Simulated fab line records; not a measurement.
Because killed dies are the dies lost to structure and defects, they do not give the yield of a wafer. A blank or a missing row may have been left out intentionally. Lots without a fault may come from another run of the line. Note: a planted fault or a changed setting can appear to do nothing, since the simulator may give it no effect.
Which of the tools did it? || flow nand-harc || 14 lots with 42 wafers sampled at 4 steps, on a route of 1302 steps

== WHAT EACH GAUGE READ, for each wafer ==
NHARC_A_M0_CD_MEAS_09 targets a cd of 80 nm. Usual: cd-nm reads 80.0 nm (standard deviation 0.7).
{"lot": "L792", "measured": "day 23 01:15", "on": "cd-sem-02", "cd-nm (nm)": "78.8 79.3 80.4", "flag": ""}
{"lot": "L791", "measured": "day 23 04:22", "on": "cd-sem-01", "cd-nm (nm)": "79.8 80.1 80.2", "flag": ""}
{"lot": "L793", "measured": "day 24 03:52", "on": "cd-sem-02", "cd-nm (nm)": "79.6 80.4 79.5", "flag": ""}
{"lot": "L795", "measured": "day 24 10:06", "on": "cd-sem-02", "cd-nm (nm)": "79.7 80.2 79.3", "flag": ""}
{"lot": "L797", "measured": "day 24 14:25", "on": "cd-sem-02", "cd-nm (nm)": "80.3 81.1 81.2", "flag": ""}
{"lot": "L796", "measured": "day 25 23:53", "on": "cd-sem-01", "cd-nm (nm)": "80.5 80.3 80.8", "flag": ""}
{"lot": "L802", "measured": "day 27 19:49", "on": "cd-sem-01", "cd-nm (nm)": "105.9 105.8 106.4", "flag": "OFF"}
{"lot": "L805", "measured": "day 28 08:59", "on": "cd-sem-01", "cd-nm (nm)": "105.8 106.5 105.6", "flag": "OFF"}
{"lot": "L809", "measured": "day 29 15:13", "on": "cd-sem-03", "cd-nm (nm)": "79.6 80.5 80.0", "flag": ""}
{"lot": "L810", "measured": "day 30 07:05", "on": "cd-sem-01", "cd-nm (nm)": "80.4 80.4 81.0", "flag": ""}
{"lot": "L811", "measured": "day 31 12:40", "on": "cd-sem-02", "cd-nm (nm)": "80.1 80.1 81.6", "flag": ""}
{"lot": "L813", "measured": "day 31 18:53", "on": "cd-sem-01", "cd-nm (nm)": "79.9 79.8 80.6", "flag": ""}
{"lot": "L812", "measured": "day 32 03:31", "on": "cd-sem-02", "cd-nm (nm)": "79.2 81.4 81.1", "flag": ""}
{"lot": "L814", "measured": "day 32 21:40", "on": "cd-sem-02", "cd-nm (nm)": "79.2 80.2 79.0", "flag": ""}

== WHAT TOOL EACH LOT RAN ON (gives the tool, then ch and the chambers of the sampled wafers, and finally the start) ==
{"lot": "L792", "NHARC_A_BLC_DEGAS_30": "pvd-sputter-01, day 22 22:55", "NHARC_A_BLC_CMP_25": "cmp-01 ch 0,1, day 22 23:55", "NHARC_A_M0_PEB_07": "litho-track-01 ch 0, day 23 01:10"}
{"lot": "L791", "NHARC_A_BLC_DEGAS_30": "pvd-sputter-01, day 23 02:05", "NHARC_A_BLC_CMP_25": "cmp-02 ch 0,1,3, day 23 03:05", "NHARC_A_M0_PEB_07": "litho-track-01 ch 0, day 23 04:17"}
{"lot": "L793", "NHARC_A_BLC_DEGAS_30": "pvd-sputter-03, day 24 01:27", "NHARC_A_BLC_CMP_25": "cmp-02 ch 1,2,3, day 24 02:28", "NHARC_A_M0_PEB_07": "litho-track-01 ch 0, day 24 03:47"}
{"lot": "L795", "NHARC_A_BLC_DEGAS_30": "pvd-sputter-03, day 24 07:57", "NHARC_A_BLC_CMP_25": "cmp-02 ch 0,3, day 24 08:56", "NHARC_A_M0_PEB_07": "litho-track-04 ch 0, day 24 10:01"}
{"lot": "L797", "NHARC_A_BLC_DEGAS_30": "pvd-sputter-03, day 24 12:16", "NHARC_A_BLC_CMP_25": "cmp-01 ch 1,3, day 24 13:15", "NHARC_A_M0_PEB_07": "litho-track-06 ch 0, day 24 14:20"}
{"lot": "L796", "NHARC_A_BLC_DEGAS_30": "pvd-sputter-03, day 25 21:38", "NHARC_A_BLC_CMP_25": "cmp-01 ch 1,2,3, day 25 22:40", "NHARC_A_M0_PEB_07": "litho-track-06 ch 0, day 25 23:49"}
{"lot": "L802", "NHARC_A_BLC_DEGAS_30": "pvd-sputter-02, day 27 17:34", "NHARC_A_BLC_CMP_25": "cmp-01 ch 0,1,3, day 27 18:31", "NHARC_A_M0_PEB_07": "litho-track-06 ch 0, day 27 19:44"}
{"lot": "L805", "NHARC_A_BLC_DEGAS_30": "pvd-sputter-03, day 28 06:43", "NHARC_A_BLC_CMP_25": "cmp-01 ch 0,1,3, day 28 07:41", "NHARC_A_M0_PEB_07": "litho-track-06 ch 0, day 28 08:55"}
{"lot": "L809", "NHARC_A_BLC_DEGAS_30": "pvd-sputter-02, day 29 12:50", "NHARC_A_BLC_CMP_25": "cmp-04 ch 0,2,3, day 29 13:52", "NHARC_A_M0_PEB_07": "litho-track-01 ch 0, day 29 15:08"}
{"lot": "L810", "NHARC_A_BLC_DEGAS_30": "pvd-sputter-03, day 30 04:49", "NHARC_A_BLC_CMP_25": "cmp-01 ch 0,2, day 30 05:49", "NHARC_A_M0_PEB_07": "litho-track-04 ch 0, day 30 07:01"}
{"lot": "L811", "NHARC_A_BLC_DEGAS_30": "pvd-sputter-01, day 31 10:20", "NHARC_A_BLC_CMP_25": "cmp-02 ch 1,2,3, day 31 11:23", "NHARC_A_M0_PEB_07": "litho-track-06 ch 0, day 31 12:35"}
{"lot": "L813", "NHARC_A_BLC_DEGAS_30": "pvd-sputter-02, day 31 16:31", "NHARC_A_BLC_CMP_25": "cmp-02 ch 2,3, day 31 17:35", "NHARC_A_M0_PEB_07": "litho-track-01 ch 0, day 31 18:48"}
{"lot": "L812", "NHARC_A_BLC_DEGAS_30": "pvd-sputter-01, day 32 01:21", "NHARC_A_BLC_CMP_25": "cmp-02 ch 0,1,2, day 32 02:20", "NHARC_A_M0_PEB_07": "litho-track-01 ch 0, day 32 03:26"}
{"lot": "L814", "NHARC_A_BLC_DEGAS_30": "pvd-sputter-02, day 32 19:31", "NHARC_A_BLC_CMP_25": "cmp-04 ch 1,2,3, day 32 20:33", "NHARC_A_M0_PEB_07": "litho-track-01 ch 0, day 32 21:35"}
- NHARC_A_BLC_DEGAS_30: time 60 s.
- NHARC_A_BLC_CMP_25: polishes, t overpolish 30 s, target thk 150 nm.
- NHARC_A_M0_PEB_07: peb time 65 s.

== WHAT THE TOOLS THEMSELVES READ (means of the sampled wafers that have a number; where no wafer has one, the mark that the record gives instead) ==
NHARC_A_BLC_DEGAS_30. Usual: heater-power-w reads 461 W (standard deviation 38).
{"lot": "L792", "tool": "pvd-sputter-01", "heater-power-w (W)": 441, "flag": ""}
{"lot": "L791", "tool": "pvd-sputter-01", "heater-power-w (W)": 411, "flag": ""}
{"lot": "L793", "tool": "pvd-sputter-03", "heater-power-w (W)": 485, "flag": ""}
{"lot": "L795", "tool": "pvd-sputter-03", "heater-power-w (W)": 486, "flag": ""}
{"lot": "L797", "tool": "pvd-sputter-03", "heater-power-w (W)": 479, "flag": ""}
{"lot": "L796", "tool": "pvd-sputter-03", "heater-power-w (W)": 480, "flag": ""}
{"lot": "L802", "tool": "pvd-sputter-02", "heater-power-w (W)": 463, "flag": ""}
{"lot": "L805", "tool": "pvd-sputter-03", "heater-power-w (W)": 481, "flag": ""}
{"lot": "L809", "tool": "pvd-sputter-02", "heater-power-w (W)": 468, "flag": ""}
{"lot": "L810", "tool": "pvd-sputter-03", "heater-power-w (W)": 494, "flag": ""}
{"lot": "L811", "tool": "pvd-sputter-01", "heater-power-w (W)": 453, "flag": ""}
{"lot": "L813", "tool": "pvd-sputter-02", "heater-power-w (W)": 463, "flag": ""}
{"lot": "L812", "tool": "pvd-sputter-01", "heater-power-w (W)": 453, "flag": ""}
{"lot": "L814", "tool": "pvd-sputter-02", "heater-power-w (W)": 459, "flag": ""}

NHARC_A_BLC_CMP_25. Usual: motor-current-A 11.6 A, standard deviation 1.5; overpolish-run-s 29.999 s, standard deviation 0.0087; slurry-filter-dp-kPa 13.51 kPa, standard deviation 0.12; time-to-endpoint-s 31.5 s, standard deviation 2.9.
{"lot": "L792", "tool": "cmp-01", "motor-current-A (A)": 12.1, "overpolish-run-s (s)": 30.002, "slurry-filter-dp-kPa (kPa)": 13.51, "time-to-endpoint-s (s)": 33.9, "flag": ""}
{"lot": "L791", "tool": "cmp-02", "motor-current-A (A)": 11.6, "overpolish-run-s (s)": 29.991, "slurry-filter-dp-kPa (kPa)": 13.60, "time-to-endpoint-s (s)": 31.8, "flag": ""}
{"lot": "L793", "tool": "cmp-02", "motor-current-A (A)": 11.7, "overpolish-run-s (s)": 30.001, "slurry-filter-dp-kPa (kPa)": 13.65, "time-to-endpoint-s (s)": 30.0, "flag": ""}
{"lot": "L795", "tool": "cmp-02", "motor-current-A (A)": 12.7, "overpolish-run-s (s)": 29.997, "slurry-filter-dp-kPa (kPa)": 13.53, "time-to-endpoint-s (s)": 33.7, "flag": ""}
{"lot": "L797", "tool": "cmp-01", "motor-current-A (A)": 11.7, "overpolish-run-s (s)": 29.992, "slurry-filter-dp-kPa (kPa)": 13.54, "time-to-endpoint-s (s)": 33.7, "flag": ""}
{"lot": "L796", "tool": "cmp-01", "motor-current-A (A)": 11.2, "overpolish-run-s (s)": 30.002, "slurry-filter-dp-kPa (kPa)": 13.57, "time-to-endpoint-s (s)": 28.5, "flag": ""}
{"lot": "L802", "tool": "cmp-01", "motor-current-A (A)": 11.5, "overpolish-run-s (s)": 29.999, "slurry-filter-dp-kPa (kPa)": 13.35, "time-to-endpoint-s (s)": 30.6, "flag": ""}
{"lot": "L805", "tool": "cmp-01", "motor-current-A (A)": 11.2, "overpolish-run-s (s)": 29.997, "slurry-filter-dp-kPa (kPa)": 13.51, "time-to-endpoint-s (s)": 30.7, "flag": ""}
{"lot": "L809", "tool": "cmp-04", "motor-current-A (A)": 12.8, "overpolish-run-s (s)": 30.000, "slurry-filter-dp-kPa (kPa)": 13.42, "time-to-endpoint-s (s)": 32.4, "flag": ""}
{"lot": "L810", "tool": "cmp-01", "motor-current-A (A)": 10.6, "overpolish-run-s (s)": 29.994, "slurry-filter-dp-kPa (kPa)": 13.37, "time-to-endpoint-s (s)": 29.9, "flag": ""}
{"lot": "L811", "tool": "cmp-02", "motor-current-A (A)": 11.4, "overpolish-run-s (s)": 29.998, "slurry-filter-dp-kPa (kPa)": 13.58, "time-to-endpoint-s (s)": 31.4, "flag": ""}
{"lot": "L813", "tool": "cmp-02", "motor-current-A (A)": 12.3, "overpolish-run-s (s)": 29.999, "slurry-filter-dp-kPa (kPa)": 13.48, "time-to-endpoint-s (s)": 30.5, "flag": ""}
{"lot": "L812", "tool": "cmp-02", "motor-current-A (A)": 11.3, "overpolish-run-s (s)": 30.007, "slurry-filter-dp-kPa (kPa)": 13.48, "time-to-endpoint-s (s)": 28.7, "flag": ""}
{"lot": "L814", "tool": "cmp-04", "motor-current-A (A)": 11.6, "overpolish-run-s (s)": 29.993, "slurry-filter-dp-kPa (kPa)": 13.58, "time-to-endpoint-s (s)": 30.6, "flag": ""}

NHARC_A_M0_PEB_07. Usual: chill-plate-temp-C 23.01 C, standard deviation 0.11; heater-power-total-W 156.6 W, standard deviation 0.44; plate-temp-C 99.97 C, standard deviation 0.14.
{"lot": "L792", "tool": "litho-track-01", "chill-plate-temp-C (C)": 22.89, "heater-power-total-W (W)": 156.8, "plate-temp-C (C)": 100.25, "flag": ""}
{"lot": "L791", "tool": "litho-track-01", "chill-plate-temp-C (C)": 22.92, "heater-power-total-W (W)": 156.5, "plate-temp-C (C)": 99.92, "flag": ""}
{"lot": "L793", "tool": "litho-track-01", "chill-plate-temp-C (C)": 23.11, "heater-power-total-W (W)": 156.8, "plate-temp-C (C)": 99.73, "flag": ""}
{"lot": "L795", "tool": "litho-track-04", "chill-plate-temp-C (C)": 22.90, "heater-power-total-W (W)": 157.1, "plate-temp-C (C)": 100.11, "flag": ""}
{"lot": "L797", "tool": "litho-track-06", "chill-plate-temp-C (C)": 22.99, "heater-power-total-W (W)": 156.6, "plate-temp-C (C)": 99.98, "flag": ""}
{"lot": "L796", "tool": "litho-track-06", "chill-plate-temp-C (C)": 22.95, "heater-power-total-W (W)": 156.8, "plate-temp-C (C)": 99.79, "flag": ""}
{"lot": "L802", "tool": "litho-track-06", "chill-plate-temp-C (C)": 23.05, "heater-power-total-W (W)": 174.4, "plate-temp-C (C)": 108.05, "flag": "OFF"}
{"lot": "L805", "tool": "litho-track-06", "chill-plate-temp-C (C)": 22.97, "heater-power-total-W (W)": 174.1, "plate-temp-C (C)": 108.00, "flag": "OFF"}
{"lot": "L809", "tool": "litho-track-01", "chill-plate-temp-C (C)": 23.18, "heater-power-total-W (W)": 156.3, "plate-temp-C (C)": 99.97, "flag": ""}
{"lot": "L810", "tool": "litho-track-04", "chill-plate-temp-C (C)": 22.96, "heater-power-total-W (W)": 156.6, "plate-temp-C (C)": 100.00, "flag": ""}
{"lot": "L811", "tool": "litho-track-06", "chill-plate-temp-C (C)": 22.94, "heater-power-total-W (W)": 156.7, "plate-temp-C (C)": 99.84, "flag": ""}
{"lot": "L813", "tool": "litho-track-01", "chill-plate-temp-C (C)": 23.03, "heater-power-total-W (W)": 156.4, "plate-temp-C (C)": 99.95, "flag": ""}
{"lot": "L812", "tool": "litho-track-01", "chill-plate-temp-C (C)": 22.97, "heater-power-total-W (W)": 156.6, "plate-temp-C (C)": 99.97, "flag": ""}
{"lot": "L814", "tool": "litho-track-01", "chill-plate-temp-C (C)": 22.93, "heater-power-total-W (W)": 156.5, "plate-temp-C (C)": 99.91, "flag": ""}

== THE ANSWER, worked out from the rows above alone ==
Rule: lot off if the mean of its wafers having a number is beyond 3 standard deviations from the usual mean. A lot without any number at a reading at which 4 lots or more have one is off too. Where the step has rows for the other lots, those lots are counted as sound. Order of review: gauges by route order, followed by the tools' own readings, for which a lot's mean as printed above is used. At the first step where some lot is off, the reading lying furthest off is the one used; lots without a number count as furthest.
Off at NHARC_A_M0_CD_MEAS_09 (cd-nm): L802, L805.
A tool fits if, at a process step before that reading, it ran every lot that is off, and no sound lot after the first of them. The gauges at NHARC_A_M0_CD_MEAS_09 aren't tried: what is off there is off at NHARC_A_M0_PEB_07 too, on other tools, and a gauge's error can't cause that. Not one of the candidates tried fits.

== WHAT THE SIMULATOR HAD INSERTED ==
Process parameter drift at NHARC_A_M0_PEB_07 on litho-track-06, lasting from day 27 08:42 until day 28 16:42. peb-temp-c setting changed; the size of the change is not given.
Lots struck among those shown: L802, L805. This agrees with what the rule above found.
